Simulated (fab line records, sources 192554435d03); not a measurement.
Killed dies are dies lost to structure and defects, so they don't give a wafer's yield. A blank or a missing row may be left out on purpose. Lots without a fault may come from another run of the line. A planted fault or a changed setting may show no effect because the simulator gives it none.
Which tool did it? | flow n5_finfet | 24 lots, 72 wafers sampled, at 4 steps of a route of 1938

WHAT THE GAUGES READ, wafer by wafer
N5_BEOL_M1_INSPECT_13: inspects for defects (brightfield). Usual: raw_defect_count 423, standard deviation 100.
lot  | measured     | on                | raw_defect_count | flag
L074 | day 6 00:53  | defect_inspect-02 | 412 253 473      |
L075 | day 6 11:57  | defect_inspect-02 | 278 308 350      |
L076 | day 6 18:44  | defect_inspect-02 | 308 319 281      |
L077 | day 6 19:38  | defect_inspect-01 | 531 588 384      |
L078 | day 7 05:34  | defect_inspect-01 | 630 559 561      |
L079 | day 7 08:44  | defect_inspect-01 | 400 504 476      |
L080 | day 7 14:10  | defect_inspect-02 | 253 419 449      |
L081 | day 7 21:59  | defect_inspect-01 | 761 553 646      |
L082 | day 8 02:46  | defect_inspect-02 | 672 337 444      |
L083 | day 8 07:57  | defect_inspect-01 | 537 352 569      |
L084 | day 8 15:20  | defect_inspect-01 | 549 513 324      |
L085 | day 9 01:51  | defect_inspect-02 | 442 327 429      |
L086 | day 9 12:01  | defect_inspect-02 | 410 317 319      |
L087 | day 9 11:52  | defect_inspect-01 | 347 353 375      |
L088 | day 9 16:14  | defect_inspect-02 | 387 424 424      |
L089 | day 9 20:52  | defect_inspect-01 | 350 571 494      |
L090 | day 10 01:04 | defect_inspect-02 | 343 341 435      |
L091 | day 10 10:40 | defect_inspect-02 | 306 267 266      |
L092 | day 10 11:33 | defect_inspect-01 | 448 470 589      |
L093 | day 10 17:30 | defect_inspect-01 | 535 430 463      |
L094 | day 11 03:46 | defect_inspect-02 | 442 426 369      |
L095 | day 11 12:02 | defect_inspect-02 | 360 362 308      |
L096 | day 11 11:41 | defect_inspect-01 | 390 441 435      |
L097 | day 12 04:02 | defect_inspect-02 | 419 511 320      |

WHICH TOOL RAN EACH LOT (tool, then ch and the chambers of the sampled wafers, then the start)
lot  | N5_BEOL_M0_HM_OPEN_105            | N5_BEOL_M0_STRIP_104               | N5_BEOL_M0_SPUTTER_134
L074 | rie_metal-02 ch 0,1, day 5 17:59  | rie_diel-02 ch 0,1, day 5 18:10    | pvd_sputter-02, day 5 22:52
L075 | rie_metal-01 ch 1, day 6 05:50    | rie_diel-02 ch 0,1, day 6 06:19    | pvd_sputter-02, day 6 08:47
L076 | rie_metal-02 ch 0,1, day 6 11:35  | rie_diel-01 ch 0,1, day 6 11:45    | pvd_sputter-03, day 6 15:20
L077 | rie_metal-02 ch 0,1, day 6 14:37  | rie_diel-01 ch 0,1,3, day 6 14:59  | pvd_sputter-03, day 6 16:46
L078 | rie_metal-03 ch 0,1, day 6 21:50  | rie_diel-01 ch 1,2, day 6 22:09    | pvd_sputter-02, day 7 01:24
L079 | rie_metal-01 ch 1, day 7 00:58    | rie_diel-02 ch 1,2,3, day 7 01:19  | pvd_sputter-02, day 7 04:54
L080 | rie_metal-03 ch 0,1, day 7 07:35  | rie_diel-01 ch 0,2,3, day 7 07:43  | pvd_sputter-01, day 7 09:56
L081 | rie_metal-01 ch 0,1, day 7 15:18  | rie_diel-01 ch 0,1,2, day 7 15:29  | pvd_sputter-02, day 7 18:29
L082 | rie_metal-03 ch 0,1, day 7 18:11  | rie_diel-01 ch 1,3, day 7 18:28    | pvd_sputter-02, day 7 21:32
L083 | rie_metal-01 ch 0,1, day 8 01:54  | rie_diel-06 ch 0,2,3, day 8 02:05  | pvd_sputter-01, day 8 04:01
L084 | rie_metal-03 ch 0,1, day 8 08:32  | rie_diel-01 ch 2,3, day 8 09:00    | pvd_sputter-02, day 8 13:03
L085 | rie_metal-02 ch 0,1, day 8 18:26  | rie_diel-06 ch 0,3, day 8 18:59    | pvd_sputter-01, day 8 22:32
L086 | rie_metal-01 ch 0,1, day 9 02:07  | rie_diel-01 ch 1,2,3, day 9 02:19  | pvd_sputter-02, day 9 06:17
L087 | rie_metal-01 ch 0,1, day 9 02:16  | rie_diel-02 ch 1,2,3, day 9 02:28  | pvd_sputter-01, day 9 06:10
L088 | rie_metal-02 ch 0,1, day 9 11:05  | rie_diel-06 ch 0,1,2, day 9 11:16  | pvd_sputter-01, day 9 12:59
L089 | rie_metal-01 ch 0,1, day 9 14:53  | rie_diel-01 ch 1,2,3, day 9 15:20  | pvd_sputter-03, day 9 17:45
L090 | rie_metal-02 ch 0,1, day 9 20:04  | rie_diel-02 ch 1,3, day 9 20:15    | pvd_sputter-02, day 9 22:08
L091 | rie_metal-03 ch 0,1, day 10 02:43 | rie_diel-02 ch 1,2, day 10 02:55   | pvd_sputter-01, day 10 06:08
L092 | rie_metal-03 ch 0,1, day 10 05:02 | rie_diel-06 ch 0,1,3, day 10 05:29 | pvd_sputter-01, day 10 08:56
L093 | rie_metal-02 ch 0,1, day 10 13:13 | rie_diel-01 ch 0,1,3, day 10 13:24 | pvd_sputter-03, day 10 14:48
L094 | rie_metal-01 ch 0,1, day 10 21:25 | rie_diel-02 ch 0,1,2, day 10 21:53 | pvd_sputter-03, day 11 01:24
L095 | rie_metal-03 ch 0,1, day 11 07:13 | rie_diel-02 ch 0,3, day 11 07:35   | pvd_sputter-03, day 11 10:05
L096 | rie_metal-02 ch 0,1, day 11 07:13 | rie_diel-01 ch 1,2,3, day 11 07:34 | pvd_sputter-03, day 11 09:39
L097 | rie_metal-01 ch 0,1, day 11 20:16 | rie_diel-06 ch 0,1, day 11 20:28   | pvd_sputter-02, day 11 22:34
- N5_BEOL_M0_HM_OPEN_105: chemistry Cl2/BCl3, target TiN, target depth 12 nm.
- N5_BEOL_M0_STRIP_104: strips in N2/H2.
- N5_BEOL_M0_SPUTTER_134: material Cu, target thk 4 nm, time 7.37 s.

WHAT THE TOOLS THEMSELVES READ (means of the sampled wafers that have a number; where no wafer has one, the mark that the record gives instead)
N5_BEOL_M0_HM_OPEN_105. Usual: bcl3_flow_sccm 21.75 sccm, standard deviation 0.063; bias_w 126.0 W, standard deviation 0.39; drypump_motor_current_A 5.79 A, standard deviation 0.2; mfc_cl2_sccm 53.29 sccm, standard deviation 0.16; oes_product_au 0.79 a.u., standard deviation 0.067; throttle_valve_pct 21.93 %, standard deviation 0.26.
lot  | tool         | bcl3_flow_sccm (sccm) | bias_w (W) | drypump_motor_current_A (A) | mfc_cl2_sccm (sccm) | oes_product_au (a.u.) | throttle_valve_pct (%) | flag
L074 | rie_metal-02 | 21.76                 | 126.0      | 5.53                        | 53.39               | 0.80                  | 21.78                  |
L075 | rie_metal-01 | 21.74                 | 126.0      | 5.82                        | 53.34               | 0.80                  | 22.28                  |
L076 | rie_metal-02 | 21.75                 | 125.6      | 5.53                        | 53.37               | 0.79                  | 21.78                  |
L077 | rie_metal-02 | 21.76                 | 126.1      | 5.53                        | 53.15               | 0.79                  | 21.77                  |
L078 | rie_metal-03 | 21.79                 | 126.4      | 6.03                        | 53.36               | 0.83                  | 21.85                  |
L079 | rie_metal-01 | 21.72                 | 126.4      | 5.77                        | 53.47               | 0.79                  | 22.26                  |
L080 | rie_metal-03 | 21.80                 | 126.5      | 6.03                        | 53.25               | 0.82                  | 21.85                  |
L081 | rie_metal-01 | 21.68                 | 126.1      | 5.83                        | 53.28               | 0.79                  | 22.06                  |
L082 | rie_metal-03 | 21.71                 | 125.5      | 6.03                        | 53.32               | 0.81                  | 21.87                  |
L083 | rie_metal-01 | 21.68                 | 126.6      | 5.83                        | 53.11               | 0.77                  | 21.83                  |
L084 | rie_metal-03 | 21.75                 | 125.8      | 6.04                        | 53.16               | 0.87                  | 22.04                  |
L085 | rie_metal-02 | 21.75                 | 125.7      | 5.53                        | 53.25               | 0.77                  | 21.79                  |
L086 | rie_metal-01 | 21.80                 | 125.8      | 5.81                        | 53.26               | 0.78                  | 21.83                  |
L087 | rie_metal-01 | 21.75                 | 126.1      | 5.83                        | 53.08               | 0.77                  | 21.83                  |
L088 | rie_metal-02 | 21.81                 | 126.2      | 5.49                        | 53.22               | 0.77                  | 21.79                  |
L089 | rie_metal-01 | 21.76                 | 126.1      | 5.81                        | 53.41               | 0.77                  | 22.06                  |
L090 | rie_metal-02 | 21.74                 | 125.6      | 5.52                        | 53.51               | 0.77                  | 21.80                  |
L091 | rie_metal-03 | 21.75                 | 126.0      | 6.02                        | 53.32               | 0.85                  | 22.04                  |
L092 | rie_metal-03 | 21.78                 | 125.7      | 6.04                        | 53.32               | 0.86                  | 22.05                  |
L093 | rie_metal-02 | 21.76                 | 126.1      | 5.57                        | 53.38               | 0.76                  | 21.81                  |
L094 | rie_metal-01 | 21.80                 | 126.4      | 5.83                        | 53.37               | 0.76                  | 22.09                  |
L095 | rie_metal-03 | 21.75                 | 125.6      | 6.04                        | 53.32               | 0.84                  | 22.06                  |
L096 | rie_metal-02 | 21.74                 | 125.8      | 5.57                        | 53.30               | 0.76                  | 21.81                  |
L097 | rie_metal-01 | 21.75                 | 126.0      | 5.82                        | 53.29               | 0.76                  | 22.08                  |

N5_BEOL_M0_STRIP_104. Usual: drypump_motor_current_A 5.8 A, standard deviation 0.34; oes_product_au 0.82 a.u., standard deviation 0.089; rf_vpp_V 59.4 V, standard deviation 1.6; showerhead_plenum_p_Torr 2.59 Torr, standard deviation 0.07; throttle_valve_pct 23.63 %, standard deviation 0.26.
lot  | tool        | drypump_motor_current_A (A) | oes_product_au (a.u.) | rf_vpp_V (V) | showerhead_plenum_p_Torr (Torr) | throttle_valve_pct (%) | flag
L074 | rie_diel-02 | 5.7                         | 0.79                  | 58.6         | 2.60                            | 23.45                  |
L075 | rie_diel-02 | 5.7                         | 0.79                  | 59.9         | 2.59                            | 23.44                  |
L076 | rie_diel-01 | 6.1                         | 0.76                  | 59.8         | 2.57                            | 23.84                  |
L077 | rie_diel-01 | 5.8                         | 0.84                  | 59.0         | 2.63                            | 23.75                  |
L078 | rie_diel-01 | 6.0                         | 0.70                  | 58.5         | 2.57                            | 23.66                  |
L079 | rie_diel-02 | 5.7                         | 0.86                  | 58.3         | 2.60                            | 23.34                  |
L080 | rie_diel-01 | 5.7                         | 0.84                  | 59.1         | 2.66                            | 23.64                  |
L081 | rie_diel-01 | 6.0                         | 0.75                  | 60.0         | 2.60                            | 23.71                  |
L082 | rie_diel-01 | 5.6                         | 0.84                  | 59.5         | 2.62                            | 23.81                  |
L083 | rie_diel-06 | 5.8                         | 0.82                  | 58.8         | 2.49                            | 24.02                  |
L084 | rie_diel-01 | 5.5                         | 0.84                  | 59.7         | 2.65                            | 23.64                  |
L085 | rie_diel-06 | 5.9                         | 0.82                  | 58.8         | 2.49                            | 24.12                  |
L086 | rie_diel-01 | 5.7                         | 0.86                  | 59.0         | 2.59                            | 23.62                  |
L087 | rie_diel-02 | 5.8                         | 0.83                  | 60.2         | 2.59                            | 23.38                  |
L088 | rie_diel-06 | 6.1                         | 0.88                  | 62.1         | 2.52                            | 23.90                  |
L089 | rie_diel-01 | 5.8                         | 0.84                  | 58.5         | 2.59                            | 23.64                  |
L090 | rie_diel-02 | 5.5                         | 0.81                  | 58.8         | 2.60                            | 23.48                  |
L091 | rie_diel-02 | 6.0                         | 0.82                  | 58.5         | 2.58                            | 23.27                  |
L092 | rie_diel-06 | 6.0                         | 0.82                  | 59.1         | 2.52                            | 23.99                  |
L093 | rie_diel-01 | 5.9                         | 0.88                  | 59.1         | 2.62                            | 23.67                  |
L094 | rie_diel-02 | 5.9                         | 0.79                  | 60.1         | 2.58                            | 23.37                  |
L095 | rie_diel-02 | 5.8                         | 0.83                  | 59.9         | 2.58                            | 23.46                  |
L096 | rie_diel-01 | 5.8                         | 0.81                  | 60.3         | 2.58                            | 23.64                  |
L097 | rie_diel-06 | 6.3                         | 0.85                  | 58.6         | 2.51                            | 24.04                  |

N5_BEOL_M0_SPUTTER_134. Usual: throttle_valve_pct 29.7 %, standard deviation 1.
lot  | tool           | throttle_valve_pct (%) | flag
L074 | pvd_sputter-02 | 29.2                   |
L075 | pvd_sputter-02 | 29.0                   |
L076 | pvd_sputter-03 | 29.5                   |
L077 | pvd_sputter-03 | 29.6                   |
L078 | pvd_sputter-02 | 29.3                   |
L079 | pvd_sputter-02 | 29.2                   |
L080 | pvd_sputter-01 | 31.5                   |
L081 | pvd_sputter-02 | 28.8                   |
L082 | pvd_sputter-02 | 29.1                   |
L083 | pvd_sputter-01 | 30.7                   |
L084 | pvd_sputter-02 | 29.3                   |
L085 | pvd_sputter-01 | 29.3                   |
L086 | pvd_sputter-02 | 29.1                   |
L087 | pvd_sputter-01 | 30.4                   |
L088 | pvd_sputter-01 | 30.4                   |
L089 | pvd_sputter-03 | 30.0                   |
L090 | pvd_sputter-02 | 28.8                   |
L091 | pvd_sputter-01 | 30.3                   |
L092 | pvd_sputter-01 | 31.8                   |
L093 | pvd_sputter-03 | 29.7                   |
L094 | pvd_sputter-03 | 29.9                   |
L095 | pvd_sputter-03 | 29.8                   |
L096 | pvd_sputter-03 | 29.5                   |
L097 | pvd_sputter-02 | 29.0                   |

THE ANSWER, worked out from the rows above alone
Rule: a lot is off if the mean of its wafers that have a number lies more than 3 standard deviations from the usual mean. A lot without any number at a reading at which 4 lots or more have one is off too. The other lots that the step has rows for count as sound. The gauges are gone through in route order, then the tools' own readings, and for those a lot's mean is taken as printed above. The first step at which some lot is off is used, and at that step the reading that is off furthest; a lot without a number counts as furthest.
No lot is off at any reading shown: from this, nothing can be told.

WHAT THE SIMULATOR HAD PUT IN
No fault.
